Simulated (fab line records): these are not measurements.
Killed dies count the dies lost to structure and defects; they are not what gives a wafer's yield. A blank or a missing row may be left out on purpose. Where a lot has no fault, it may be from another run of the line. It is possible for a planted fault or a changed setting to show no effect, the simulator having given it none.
fab line records    flow n5Finfet
record: lots: 8  wafers: 24  lastDay: 17
route steps=1938 shown BEOL_M2@891 BEOL_M4@1111 PASSIVATION@1936
lots with no fault: from the same line, run without faults
startH: hours from the record's opening day to when the first of the lot's shown wafers began    waitH: how many hours have passed since the lot's step before this one    " unchanged from the row above    L1.1+2: several wafers, shown together as one row    - either no value or no given start    * or withheld: withheld    < > ~ a bound
route shown NAME@n: a module of which the file shows steps, and the number in the route of the first    usual: mean/standard deviation of fault-free wafers    same: alike in all rows    chamber/n: place in a boat    sites: each site's reading    _std_site: standard deviation across them    _edge_site: inner sites' mean taken away from outer sites' mean    radiusMm: for every site, how far away it sits from the centre of the wafer    mask NAME#n: copy n    behind: tool/chamber where the wafer was last shaped    hold: why the lot went on hold/how many hours it stayed there/how the hold came to an end    device: whichever transistor did not switch (one of n, p or np)    end of line: at the end of the route, the tests of the same wafers    a step without rows: its recipe alone    killed: dies lost to structure and defects at the first sort, not the wafer's yield    map: a wafer's dies, x killed, . not, _ none there
set.NAME: the run value of the setting; set.NAME@STEP: its run value at that earlier step    model.NAME: the simulator's own value behind a step, which no gauge read
route steps across a sampled set of lots; one table per step, one row per wafer
services: a tool's chamber out of use, with start hour (startH, from the record's first day; less than 0 if before it), hours out, and reason
== steps ==
step: N5_BEOL_M2_ETCH_41
recipe: chemistry: CH3F/O2  target: SiCN  targetDepthA: 299  taperDeg: 2  timeS: 52.5  ionEnergyEv: 120  maskMaterial: TiN  pressureMtorr: 30  sourceW: 395  biasW: 75  Ar_flow_sccm: 150  CH3F_flow_sccm: 30  O2_flow_sccm: 20
usual: CH3F_flow_sccm: 30.00/0.098  chamberPressureMTorr: 29.999/0.028  drypumpMotorCurrentA: 5.8/0.46  oesProductAu: 0.81/0.076  rfVppV: 297.4/1.8  showerheadPlenumPTorr: 2.00/0.076  throttleValvePct: 16.24/0.23
lot.wafer  tool        chamber  startH  waitH  CH3F_flow_sccm  chamberPressureMTorr  drypumpMotorCurrentA  oesProductAu  rfHoursCounterH  rfVppV  showerheadPlenumPTorr  throttleValvePct
L965.1     rieDiel-02  0        -       -      30.15           30.015                6.8                   0.68          244              296.0   1.89                   16.19
L965.4     "           2        "       "      29.97           29.982                5.6                   0.91          44               299.3   2.12                   16.34
L965.5     "           0        "       "      30.06           29.999                6.8                   0.68          -                294.4   1.89                   16.17
L966.2     rieDiel-04  2        -       -      30.23           30.014                6.0                   0.88          52               298.3   2.02                   15.93
L966.4     "           0        "       "      30.05           30.004                5.0                   0.70          227              294.5   1.89                   16.43
L966.6     "           1        "       "      30.21           29.984                5.9                   0.82          -                296.5   1.94                   16.38
L971.3     rieDiel-02  1        -       -      29.94           30.025                5.9                   0.71          212              293.8   1.90                   16.46
L971.4     "           3        "       "      30.15           30.008                5.3                   0.80          -                298.1   2.02                   16.25
L971.5     "           2        "       "      30.08           29.975                5.6                   0.88          -                299.8   2.12                   16.37
L972.3     rieDiel-05  3        -       -      30.08           29.989                5.6                   0.84          51               296.0   1.94                   16.47
L972.4     "           2        "       "      29.93           30.029                5.8                   0.90          18               296.6   1.96                   16.03
L972.5     "           2        "       "      29.93           29.983                5.8                   0.90          -                296.5   1.97                   16.02
L974.2     rieDiel-02  3        -       -      30.01           29.978                5.3                   0.80          99               298.4   2.02                   16.28
L974.4     "           1        "       "      29.94           29.974                5.9                   0.71          219              295.2   1.90                   16.48
L974.5     "           0        "       "      30.07           30.018                6.8                   0.97          -                300.2   2.13                   15.73
L975.1     rieDiel-02  2        -       -      29.95           29.970                5.6                   0.87          70               299.6   2.12                   16.40
L975.4     "           1        "       "      30.01           29.995                5.9                   0.70          220              295.0   1.90                   16.48
L975.5     "           0        "       "      29.90           30.025                6.8                   0.94          -                300.7   2.13                   15.75
L977.2     rieDiel-05  2        -       -      29.85           30.029                5.8                   0.88          31               295.3   1.96                   16.04
L977.4     "           3        "       "      30.08           30.020                5.6                   0.84          62               297.4   1.94                   16.51
L977.6     "           1        "       "      30.10           29.962                5.9                   0.80          -                298.2   2.01                   15.92
L979.4     rieDiel-04  1        -       -      30.07           29.991                5.8                   0.78          -                297.1   1.93                   16.45
L979.5     "           3        "       "      29.91           30.047                5.0                   0.81          -                297.1   2.01                   16.32
L979.6     "           2        "       "      30.00           29.998                6.0                   0.84          -                296.9   2.01                   15.98
step: N5_BEOL_M2_ALD_84
recipe: material: TaN  targetThkA: *  tempC: 275  aldPrecursorFamily: PDMAT  aldCoReactant: NH3  pressureTorr: 3  carrierFlowSccm: 1500  pulseTimeS: 2  purgeTimeS: 3  coReactantPurgeTimeS: 2  coReactantPulseTimeS: 3  aldCycles: 30  precursorVesselTempC: 75  precursorVesselPressureTorr: 26.25  precursorVesselCarrierSccm: 1000
usual: aldCycles: 30/0  chamberPressureTorr: 3.000/0.0062  heaterPowerOuterW: 247/25  heaterPowerW: 436/34
lot.wafer  tool         chamber  startH  waitH  aldCycles  chamberPressureTorr  heaterPowerOuterW  heaterPowerW
L965.1     aldMetal-03  1        191.93  0.1    -          -                    -                  -
L965.4     "            0        "       "      -          -                    -                  -
L965.5     "            1        "       "      -          -                    -                  -
L966.2     aldMetal-01  2        202.84  0.1    -          -                    -                  -
L966.4     "            3        "       "      -          -                    -                  -
L966.6     "            2        "       "      -          -                    -                  -
L971.3     aldMetal-01  2        235.74  0.0    30         2.996                286                471
L971.4     "            0        "       "      30         3.006                247                429
L971.5     "            1        "       "      30         3.000                233                389
L972.3     aldMetal-03  2        235.90  0.0    30         2.998                255                481
L972.4     "            2        "       "      30         2.998                253                482
L972.5     "            3        "       "      30         3.002                211                396
L974.2     aldMetal-01  0        250.57  0.2    30         3.009                240                438
L974.4     "            3        "       "      30         3.005                258                469
L974.5     "            0        "       "      30         2.997                235                446
L975.1     aldMetal-01  1        253.21  0.1    30         2.996                233                397
L975.4     "            3        "       "      30         3.004                253                477
L975.5     "            0        "       "      30         3.004                242                444
L977.2     aldMetal-01  1        269.15  0.1    30         3.010                230                400
L977.4     "            3        "       "      30         3.001                252                483
L977.6     "            0        "       "      30         3.008                239                440
L979.4     aldMetal-03  2        286.78  0.2    30         3.005                254                473
L979.5     "            3        "       "      30         2.989                216                394
L979.6     "            0        "       "      30         3.003                281                477
step: N5_BEOL_M2_SPUTTER_81
recipe: material: Cu  targetThkA: 45  tempC: -20  chamberPressurePa: 0.07  powerW: withheld  timeS: 8.29
usual: chamberPressurePa: 0.06999/0.00013  chuckGasFlowSccm: 1.26/0.054  substrateTempC: -20.01/0.11  throttleValvePct: 30.3/0.96
lot.wafer  tool           chamber  startH  waitH  chamberPressurePa  chuckGasFlowSccm  substrateTempC  throttleValvePct
L965.1     pvdSputter-01  -        192.96  0.1    0.07001            1.26              -19.88          30.3
L965.4     "              -        "       "      0.07012            1.34              -20.15          29.9
L965.5     "              -        "       "      0.07002            1.20              -20.17          29.5
L966.2     pvdSputter-02  -        204.03  0.1    0.0698             1.24              -19.95          31.8
L966.4     "              -        "       "      0.0699             1.29              -20.01          30.9
L966.6     "              -        "       "      0.07019            1.18              -19.86          31.4
L971.3     pvdSputter-03  -        236.73  0.1    0.07015            1.30              -19.79          29.4
L971.4     "              -        "       "      0.06997            1.20              -20.02          27.9
L971.5     "              -        "       "      0.07013            1.33              -19.83          29.5
L972.3     pvdSputter-02  -        236.79  0.1    0.07008            1.22              -20.00          29.9
L972.4     "              -        "       "      0.06999            1.19              -20.06          31.5
L972.5     "              -        "       "      0.07021            1.18              -20.10          31.0
L974.2     pvdSputter-03  -        251.61  0.1    0.06977            1.20              -19.96          29.5
L974.4     "              -        "       "      0.07019            1.30              -20.06          30.3
L974.5     "              -        "       "      0.0701             1.21              -20.09          29.6
L975.1     pvdSputter-02  -        254.15  0.1    0.06998            1.14              -20.10          31.0
L975.4     "              -        "       "      0.06983            1.28              -20.00          31.7
L975.5     "              -        "       "      0.07009            1.16              -20.07          31.4
L977.2     pvdSputter-03  -        270.25  0.1    0.06973            1.21              -19.96          29.3
L977.4     "              -        "       "      0.06997            1.30              -19.79          30.6
L977.6     "              -        "       "      0.0701             1.34              -20.09          30.1
L979.4     pvdSputter-01  -        287.92  0.1    0.07               1.23              -20.07          29.9
L979.5     "              -        "       "      0.07               1.18              -20.05          30.1
L979.6     "              -        "       "      0.06999            1.25              -20.25          30.0
step: N5_BEOL_M2_ANNEAL_82
recipe: tempC: 400  timeS: 240  ambient: vacuum
usual: heaterPowerW: 910/86  susceptor_temp_C_max: 401.0/0.42
lot.wafer  tool           chamber  startH  waitH  heaterPowerW  susceptor_temp_C_max
L965.1     pvdSputter-01  -        193.04  0.0    845           400.6
L965.4     "              -        "       "      915           401.5
L965.5     "              -        "       "      934           401.8
L966.2     pvdSputter-02  -        204.11  0.0    1135          401.6
L966.4     "              -        "       "      944           400.6
L966.6     "              -        "       "      926           400.3
L971.3     pvdSputter-03  -        236.81  0.0    881           400.3
L971.4     "              -        "       "      1019          401.2
L971.5     "              -        "       "      872           400.5
L972.3     pvdSputter-02  -        236.87  0.0    870           401.5
L972.4     "              -        "       "      1090          401.2
L972.5     "              -        "       "      930           400.6
L974.2     pvdSputter-03  -        251.69  0.0    868           400.7
L974.4     "              -        "       "      813           400.6
L974.5     "              -        "       "      882           400.7
L975.1     pvdSputter-02  -        254.23  0.0    934           400.8
L975.4     "              -        "       "      1114          400.5
L975.5     "              -        "       "      840           400.8
L977.2     pvdSputter-03  -        270.33  0.0    857           400.8
L977.4     "              -        "       "      788           400.3
L977.6     "              -        "       "      822           400.5
L979.4     pvdSputter-01  -        288.00  0.0    913           401.6
L979.5     "              -        "       "      922           401.6
L979.6     "              -        "       "      1014          400.9
step: N5_BEOL_M2_CMP_52
recipe: stopOn: SiOC  tOverpolishS: 6.8  downForcePsi: 1  platenRpm: 50  clearingPlatenDownForcePsi: 1.5  clearingPlatenRpm: 50  postCmpClean: cuAlkaline  targetThkNm: 40  clearingPlatenPadVelocityMS: 0.99484  padVelocityMS: 0.99484
usual: barrierFieldEndpointS: 24.8/0.52  clearingPlatenDownForcePsi: 1.4995/0.0029  motorCurrentA: 6.2/0.58  slurryFilterDpKPa: 13.49/0.16
lot.wafer  tool    chamber  startH  waitH  barrierFieldEndpointS  clearingPlatenDownForcePsi  motorCurrentA  slurryFilterDpKPa
L965.4     cmp-01  0        195.07  0.1    22.8                   1.5054                      6.4            13.39
L965.1     "       3        "       "      22.3                   1.5000                      6.0            13.64
L965.5     "       1        "       "      23.1                   1.4990                      5.5            13.38
L966.4     cmp-03  1        205.85  0.1    23.1                   1.5014                      7.2            13.47
L966.2     "       3        "       "      23.4                   1.4995                      6.8            13.57
L966.6     "       2        "       "      23.1                   1.5075                      5.7            13.61
L971.3     cmp-03  1        238.59  0.2    24.6                   1.5003                      7.3            13.31
L971.4     "       3        "       "      23.9                   1.5013                      7.0            13.63
L971.5     "       0        "       "      24.8                   1.5017                      6.7            13.37
L972.3     cmp-02  0        238.68  0.2    25.0                   1.4988                      6.8            13.59
L972.4     "       1        "       "      25.3                   1.4999                      5.0            13.69
L972.5     "       2        "       "      24.8                   1.4959                      5.9            13.80
L974.2     cmp-02  3        253.57  0.3    24.7                   1.5007                      6.2            13.62
L974.4     "       1        "       "      25.5                   1.4935                      5.2            13.26
L974.5     "       2        "       "      25.9                   1.4985                      5.9            13.75
L975.4     cmp-02  0        256.00  0.2    24.9                   1.5005                      6.6            13.40
L975.1     "       2        "       "      24.8                   1.5021                      5.9            13.33
L975.5     "       0        "       "      25.1                   1.4959                      6.7            13.41
L977.2     cmp-03  1        272.46  0.3    24.6                   1.4964                      6.9            13.44
L977.4     "       2        "       "      24.7                   1.4933                      5.6            13.42
L977.6     "       0        "       "      25.4                   1.5002                      6.7            13.40
L979.4     cmp-02  0        289.92  0.3    25.5                   1.4982                      6.5            13.65
L979.5     "       1        "       "      25.3                   1.4999                      5.2            13.36
L979.6     "       2        "       "      25.9                   1.4961                      6.3            13.35
step: N5_BEOL_M4_RC_MEAS_101
usual: DIBL_N: 36.2/1.5  DIBL_P: 36.2/1.7  IOFF_N: 0.155/0.021  IOFF_P: 0.216/0.026  ION_N: 674/11  ION_P: 464/6.8  SS_N: 71.5/0.56  SS_P: 73.3/0.6  VT_N: 250.2/2.6  VT_P: -249.3/2.5
lot.wafer  tool       chamber  startH  waitH  DIBL_N[mV/V]  DIBL_P[mV/V]  IOFF_N[nA/um]  IOFF_P[nA/um]  ION_N[uA/um]  ION_P[uA/um]  SS_N[mV/dec]  SS_P[mV/dec]  VT_N[mV]  VT_P[mV]
L971.3     prober-01  0        258.88  0.3    38.2          39.6          0.180          0.242          678           470           72.0          74.5          245.3     -247.1
L971.4     "          0        "       "      37.7          37.5          0.155          0.213          652           453           71.7          73.4          250.9     -250.8
L971.5     "          0        "       "      37.7          37.5          0.155          0.211          671           462           71.6          73.2          251.0     -250.8
L972.3     prober-02  0        265.14  0.3    38.5          38.7          0.183          0.238          668           458           72.5          74.1          251.9     -248.7
L972.4     "          0        "       "      38.2          39.2          0.189          0.261          686           475           72.6          73.4          245.3     -245.7
L972.5     "          0        "       "      37.7          38.4          0.169          0.238          692           471           72.5          73.2          250.2     -248.6
L974.2     prober-02  0        275.40  0.2    35.6          35.1          0.142          0.207          659           455           71.8          73.5          252.9     -249.4
L974.4     "          0        "       "      33.3          32.7          0.114          0.181          660           466           70.9          72.4          251.8     -251.1
L974.5     "          0        "       "      33.7          32.5          0.117          0.172          648           452           70.8          73.6          254.7     -251.4
L975.1     prober-01  0        287.20  0.0    36.0          35.6          0.143          0.190          676           461           70.2          73.1          248.3     -249.5
L975.4     "          0        "       "      36.7          35.8          0.140          0.191          659           459           70.9          72.4          250.8     -251.7
L975.5     "          0        "       "      34.5          33.8          0.109          0.170          665           461           69.9          72.4          254.4     -251.5
L977.2     prober-01  0        303.72  0.2    38.5          37.4          0.169          0.240          682           472           71.6          74.0          249.8     -248.0
L977.4     "          0        "       "      37.8          36.8          0.157          0.241          660           463           72.0          74.0          250.4     -248.8
L977.6     "          0        "       "      38.0          36.3          0.160          0.234          666           460           71.7          73.9          249.1     -248.1
L979.4     prober-02  0        310.93  0.5    36.5          37.6          0.158          0.223          681           473           71.0          73.7          249.6     -246.7
L979.5     "          0        "       "      36.8          37.6          0.148          0.227          655           462           71.7          73.4          254.4     -250.3
L979.6     "          0        "       "      36.4          38.0          0.161          0.230          679           478           71.5          73.2          250.5     -249.6
step: N5_PASSIVATION_PROBE_49
usual: defectLimitedYield: 91.3/1.3  killed_at_M0_to_M3: 32/11  killed_at_M4_up: 15/5.6  killedAtContacts: 12/6  killedAtFrontEnd: 40/11  killedAtOther: 3.5/2.6  killedDies: 102/15  killedOnRim: 13/3.4  killedOpen: 67/12  killedShort: 34/7.3  sort_bin_4_leakage: 0/0  sort_bin_5_function: 5.1/0.85  sort_bin_6_memory: 3.2/0.61  sortNPass: 1078/15  sortYieldPct: 91.3/1.3
same: grossDies: 1180  killedAtBackSide: 0  sort_bin_8_speed[%]: 0
lot.wafer  tool       chamber  startH  waitH  defectLimitedYield[%]  killed_at_M0_to_M3  killed_at_M4_up  killedAtContacts  killedAtFrontEnd  killedAtOther  killedDies  killedOnRim  killedOpen  killedShort  sort_bin_4_leakage[%]  sort_bin_5_function[%]  sort_bin_6_memory[%]  sortNPass  sortYieldPct[%]
L965.1     prober-01  -        319.94  0.0    0                      1091                9                18                55                7              1180        152          64          36           90.85                  4.8                     3.8                   0          0
L965.4     prober-01  -        320.09  0.2    0                      1107                9                18                44                2              1180        152          66          47           90.25                  6.4                     2.9                   0          0
L965.5     prober-01  -        320.14  0.2    0                      1094                16               10                55                5              1180        152          73          46           89.41                  6.4                     3.6                   0          0
L966.2     prober-02  -        335.83  0.1    0                      1107                21               12                34                6              1180        152          63          29           91.78                  4.2                     3.4                   0          0
L966.4     prober-02  -        335.93  0.2    0                      1119                20               7                 34                0              1180        152          41          33           92.80                  4.0                     2.6                   0          0
L966.6     prober-02  -        336.03  0.3    0                      1125                15               7                 32                1              1180        152          51          35           92.54                  4.2                     2.8                   0          0
L971.3     prober-02  -        351.41  0.1    92.5                   31                  9                8                 33                7              88          11           49          39           0                      4.9                     2.3                   1092       92.5
L971.4     prober-02  -        351.46  0.2    92.5                   43                  11               4                 29                1              88          14           54          32           0                      4.1                     3.1                   1092       92.5
L971.5     prober-02  -        351.51  0.2    92.5                   40                  11               4                 33                1              89          14           49          31           0                      4.7                     2.6                   1091       92.5
L972.3     prober-01  -        361.76  0.1    91.7                   15                  12               9                 58                4              98          9            78          20           0                      4.7                     3.6                   1082       91.7
L972.4     prober-01  -        361.81  0.2    90.1                   22                  27               14                53                1              117         16           73          43           0                      6.2                     3.5                   1063       90.1
L972.5     prober-01  -        361.86  0.2    89.3                   23                  20               14                64                5              126         14           81          41           0                      6.3                     3.4                   1054       89.3
L974.2     prober-01  -        371.87  0.1    92.0                   38                  18               11                24                3              94          14           57          37           0                      5.0                     2.7                   1086       92.0
L974.4     prober-01  -        371.97  0.2    90.8                   32                  19               18                34                5              108         17           68          40           0                      5.3                     3.8                   1072       90.8
L974.5     prober-01  -        372.02  0.2    89.9                   50                  11               11                44                3              119         13           82          37           0                      5.3                     4.0                   1061       89.9
L975.1     prober-01  -        382.62  0.0    90.3                   38                  22               15                35                5              115         9            83          31           0                      6.1                     3.4                   1065       90.3
L975.4     prober-01  -        382.77  0.2    89.8                   35                  18               22                41                4              120         15           81          38           0                      5.7                     3.7                   1060       89.8
L975.5     prober-01  -        382.82  0.2    91.0                   26                  19               12                46                3              106         16           71          34           0                      5.3                     3.5                   1074       91.0
L977.2     prober-01  -        406.89  0.1    91.1                   46                  20               6                 25                8              105         17           61          42           0                      5.7                     3.2                   1075       91.1
L977.4     prober-01  -        406.99  0.2    90.6                   50                  18               5                 33                5              111         16           64          47           0                      5.5                     3.6                   1069       90.6
L977.6     prober-01  -        407.09  0.3    90.8                   50                  16               9                 31                2              108         13           61          46           0                      5.3                     3.5                   1072       90.8
L979.4     prober-02  -        413.61  0.2    92.7                   22                  6                28                29                1              86          12           66          20           0                      4.6                     2.6                   1094       92.7
L979.5     prober-02  -        413.66  0.2    92.2                   28                  8                27                28                1              92          8            68          24           0                      3.3                     4.3                   1088       92.2
L979.6     prober-02  -        413.71  0.3    91.4                   29                  12               21                34                5              101         12           73          28           0                      4.9                     3.1                   1079       91.4
killed by level:class
L965.1 BEOL_M2:areaAld=1058 MOL_CONTACT_COAG:geometricParticle:open=14 M2:areaAld=14 DUMMY_GATE:geometricParticle:open=11 BEOL_M0_SAQP:geometricParticle:short=9 FIN_SAQP:geometricParticle:open=8 GATE_CUT:geometricParticle:short=7 BEOL_M0_SAQP:geometricParticle:open=6
L965.4 BEOL_M2:areaAld=1052 BEOL_M0_SAQP:geometricParticle:short=21 MOL_CONTACT_COAG:geometricParticle:open=14 M2:areaAld=13 FIN_SAQP:geometricParticle:open=10 BEOL_M3:geometricParticle:open=10 BEOL_M0_SAQP:geometricParticle:open=9 STI_FIN_REVEAL:geometricParticle:open=8
L965.5 BEOL_M2:areaAld=1038 M2:areaAld=17 BEOL_M0_SAQP:geometricParticle:short=16 FIN_SAQP:geometricParticle:short=12 FIN_SAQP:geometricParticle:open=10 BEOL_M0_SAQP:geometricParticle:open=10 MOL_CONTACT_COAG:geometricParticle:open=8 STI_FIN_REVEAL:geometricParticle:open=7
L966.2 BEOL_M2:areaAld=1058 M2:areaAld=25 MOL_CONTACT_COAG:geometricParticle:open=11 FIN_SAQP:geometricParticle:short=9 BEOL_M0_SAQP:geometricParticle:open=9 BEOL_M3:geometricParticle:open=8 BEOL_M4:geometricParticle:open=6 FIN_SAQP:geometricParticle:open=4
L966.4 BEOL_M2:areaAld=1070 M2:areaAld=25 FIN_SAQP:geometricParticle:short=12 BEOL_M4:geometricParticle:open=6 BEOL_M0_SAQP:geometricParticle:short=6 BEOL_M0_SAQP:geometricParticle:open=6 FIN_SAQP:geometricParticle:open=5 MOL_CONTACT_COAG:geometricParticle:open=5
L966.6 BEOL_M2:areaAld=1076 M2:areaAld=16 FIN_SAQP:geometricParticle:short=12 BEOL_M3:geometricParticle:open=10 BEOL_M0_SAQP:geometricParticle:short=9 BEOL_M4:geometricParticle:open=8 BEOL_M0_SAQP:geometricParticle:open=7 ILD0:geometricParticle:open=5
L971.3 BEOL_M0_SAQP:geometricParticle:short=11 FIN_SAQP:geometricParticle:open=10 BEOL_M0_SAQP:geometricParticle:open=8 MOL_CONTACT_COAG:geometricParticle:open=6 FIN_SAQP:geometricParticle:short=5 GATE_CUT:geometricParticle:short=5 STI_FIN_REVEAL:geometricParticle:open=4 BEOL_M3:geometricParticle:open=4
L971.4 BEOL_M0_SAQP:geometricParticle:open=15 BEOL_M0_SAQP:geometricParticle:short=15 STARTING-WAFER:geometricParticle:open=8 FIN_SAQP:geometricParticle:open=5 BEOL_M4:geometricParticle:open=5 DUMMY_GATE:geometricParticle:open=4 BEOL_M3:geometricParticle:open=4 FIN_SAQP:geometricParticle:short=3
L971.5 GATE_CUT:geometricParticle:short=13 BEOL_M0_SAQP:geometricParticle:open=10 BEOL_M3:geometricParticle:open=9 BEOL_M0_SAQP:geometricParticle:short=6 BEOL_M1:geometricParticle:open=5 BEOL_M0_CUTY:coatMicrobubblePrinted=4 GATE_CUT:geometricParticle:open=3 MOL_CONTACT_COAG:geometricParticle:open=3
L972.3 STI_FIN_REVEAL:geometricParticle:open=24 FIN_SAQP:geometricParticle:open=12 MOL_CONTACT_COAG:geometricParticle:open=9 BEOL_M3:geometricParticle:open=6 BEOL_M3:geometricParticle:short=5 BEOL_M4:geometricParticle:open=5 FIN_SAQP:geometricParticle:short=4 STI_FIN_REVEAL:geometricParticle:short=4
L972.4 FIN_SAQP:geometricParticle:short=19 STI_FIN_REVEAL:geometricParticle:open=13 BEOL_M4:geometricParticle:open=9 FIN_SAQP:geometricParticle:open=8 MOL_CONTACT_COAG:geometricParticle:open=8 MOL_CONTACT_COAG:geometricParticle:short=6 BEOL_M3:geometricParticle:open=6 BEOL_M5:geometricParticle:open=6
L972.5 FIN_SAQP:geometricParticle:open=14 STI_FIN_REVEAL:geometricParticle:open=14 MOL_CONTACT_COAG:geometricParticle:open=11 FIN_SAQP:geometricParticle:short=10 BEOL_M4:geometricParticle:open=8 STI_FIN_REVEAL:geometricParticle:short=7 BEOL_M3:geometricParticle:open=7 GATE_CUT:geometricParticle:short=5
L974.2 BEOL_M3:geometricParticle:open=7 BEOL_M0_SAQP:geometricParticle:short=7 BEOL_M1:geometricParticle:open=7 FIN_SAQP:geometricParticle:open=6 MOL_CONTACT_COAG:geometricParticle:open=6 BEOL_M1:geometricParticle:short=6 MOL_CONTACT_COAG:geometricParticle:short=5 BEOL_M4:geometricParticle:open=5
L974.4 MOL_CONTACT_COAG:geometricParticle:open=15 GATE_CUT:geometricParticle:short=10 BEOL_M0:geometricParticle:open=7 BEOL_M4:geometricParticle:open=7 STI_FIN_REVEAL:geometricParticle:open=6 BEOL_M1:geometricParticle:short=5 BEOL_M2:geometricParticle:open=5 FIN_SAQP:geometricParticle:short=4
L974.5 BEOL_M2:geometricParticle:open=17 MOL_CONTACT_COAG:geometricParticle:open=10 FIN_SAQP:geometricParticle:short=8 GATE_CUT:geometricParticle:short=8 BEOL_M3:geometricParticle:open=8 DUMMY_GATE:geometricParticle:open=7 FIN_SAQP:geometricParticle:open=6 BEOL_M1:geometricParticle:open=6
L975.1 MOL_CONTACT_COAG:geometricParticle:open=13 FIN_SAQP:geometricParticle:open=12 BEOL_M4:geometricParticle:open=12 STI_FIN_REVEAL:geometricParticle:open=7 BEOL_M0_SAQP:geometricParticle:open=7 FIN_SAQP:geometricParticle:short=6 BEOL_M1:geometricParticle:open=6 BEOL_M4:geometricParticle:short=6
L975.4 MOL_CONTACT_COAG:geometricParticle:open=19 FIN_SAQP:geometricParticle:open=10 STI_FIN_REVEAL:geometricParticle:open=8 BEOL_M3:geometricParticle:open=8 BEOL_M4:geometricParticle:open=8 FIN_SAQP:geometricParticle:short=7 BEOL_M1:geometricParticle:open=6 BEOL_M2:geometricParticle:open=6
L975.5 FIN_SAQP:geometricParticle:open=10 BEOL_M1:geometricParticle:open=10 FIN_SAQP:geometricParticle:short=9 MOL_CONTACT_COAG:geometricParticle:open=9 DUMMY_GATE:geometricParticle:open=6 BEOL_M3:geometricParticle:open=6 BEOL_M4:geometricParticle:open=5 STI_FIN_REVEAL:geometricParticle:open=4
L977.2 BEOL_M0_SAQP:geometricParticle:open=12 BEOL_M0_SAQP:geometricParticle:short=11 BEOL_M4:geometricParticle:open=9 BEOL_M1:geometricParticle:short=8 MOL_CONTACT_COAG:geometricParticle:open=6 BEOL_M3:geometricParticle:open=5 GATE_CUT:geometricParticle:short=4 MIM_TOP:geometricParticle:short=4
L977.4 BEOL_M0_SAQP:geometricParticle:open=11 BEOL_M0_SAQP:geometricParticle:short=9 BEOL_M3:geometricParticle:open=8 BEOL_M1:geometricParticle:short=7 FIN_SAQP:geometricParticle:open=6 BEOL_M4:geometricParticle:open=6 DUMMY_GATE:geometricParticle:open=5 GATE_CUT:geometricParticle:short=5
L977.6 BEOL_M1:geometricParticle:open=11 BEOL_M0_SAQP:geometricParticle:open=11 BEOL_M0_SAQP:geometricParticle:short=11 FIN_SAQP:geometricParticle:open=8 BEOL_M1:geometricParticle:short=8 BEOL_M4:geometricParticle:short=7 MOL_CONTACT_COAG:geometricParticle:open=5 BEOL_M4:geometricParticle:open=5
L979.4 MOL_CONTACT_COAG:geometricParticle:open=21 BEOL_M2:geometricParticle:open=8 MOL_CONTACT_COAG:geometricParticle:short=7 BEOL_M1:geometricParticle:open=6 ILD0:geometricParticle:open=5 BEOL_M0_SAQP:geometricParticle:open=4 STI_FIN_REVEAL:geometricParticle:open=3 DUMMY_GATE:geometricParticle:open=3
L979.5 MOL_CONTACT_COAG:geometricParticle:open=23 STI_FIN_REVEAL:geometricParticle:open=6 BEOL_M3:geometricParticle:open=6 FIN_SAQP:geometricParticle:short=5 BEOL_M0_SAQP:geometricParticle:open=5 BEOL_M2:geometricParticle:open=5 BEOL_M1:geometricParticle:open=4 MOL_CONTACT_COAG:geometricParticle:short=4
L979.6 MOL_CONTACT_COAG:geometricParticle:open=16 BEOL_M2:geometricParticle:open=9 STI_FIN_REVEAL:geometricParticle:open=8 BEOL_M0_SAQP:geometricParticle:open=7 FIN_SAQP:geometricParticle:open=5 FIN_SAQP:geometricParticle:short=5 DUMMY_GATE:geometricParticle:open=5 MOL_CONTACT_COAG:geometricParticle:short=5
== services ==
tool         chamber  startH  hours  kind
rieDiel-04   0        167.44  22.2   repair
cmp-01       -        168.70  2.6    repair
cmp-03       -        171.20  1.1    repair
rieDiel-04   -        173.55  2.8    pm
cmp-02       -        179.64  2.0    repair
rieDiel-02   -        192.50  0.7    repair
rieDiel-04   1        193.71  6.3    repair
rieDiel-02   0        201.88  9.7    repair
cmp-03       -        215.10  5.7    pm
rieDiel-02   0        215.95  -      clean
rieDiel-02   0        215.95  -      consumableReplace:focusRing
rieDiel-02   0        215.95  -      consumableReplace:showerhead
rieDiel-02   0        215.95  21.3   scheduledDown
rieDiel-02   0        215.95  21.3   ventCycle
cmp-02       -        222.81  3.8    repair
cmp-03       -        224.84  4.0    pm
aldMetal-03  1        225.02  26.7   repair
rieDiel-04   0        233.87  4.2    repair
rieDiel-04   2        248.81  4.0    repair
aldMetal-03  1        268.78  25.3   repair
cmp-02       -        270.92  4.0    pm
cmp-03       -        272.84  2.9    pm
cmp-01       -        276.34  4.0    pm
aldMetal-01  -        285.52  6.0    pm
== key ==
firstSign: step: N5_BEOL_M2_ALD_84  reading: toolRecord  direction: missing
effect: step: N5_BEOL_M2_CMP_52  reading: barrierFieldEndpointS  direction: down  sigmas: 3.5  usual: 24.8  struck: 23.0
effect: step: N5_PASSIVATION_PROBE_49  reading: sort_bin_4_leakage  direction: up  sigmas: 99+  usual: 0  struck: 91.27
moreKillsBornAt: N5_BEOL_M2_ALD_84@aldMetal-01: 3270  N5_BEOL_M2_ALD_84@aldMetal-03: 3191
metAt N5_BEOL_M2_ALD_84
struckLots L965,L966
laterRowsLeftOut L965.1,L965.4,L965.5,L966.2,L966.4,L966.6
notActingAt N5_BEOL_M2_ETCH_41,N5_BEOL_M2_SPUTTER_81,N5_BEOL_M2_ANNEAL_82
fault: kind: skippedStepWhole  tool: aldMetal-01,aldMetal-03  chamber: -  onsetH: 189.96  steps: N5_BEOL_M2_ALD_84  scope: struckLotsOnly
laterRowsLeftOut: the simulator's readings of these wafers behind a module that went badly wrong aren't trusted and aren't shown, but for the sort
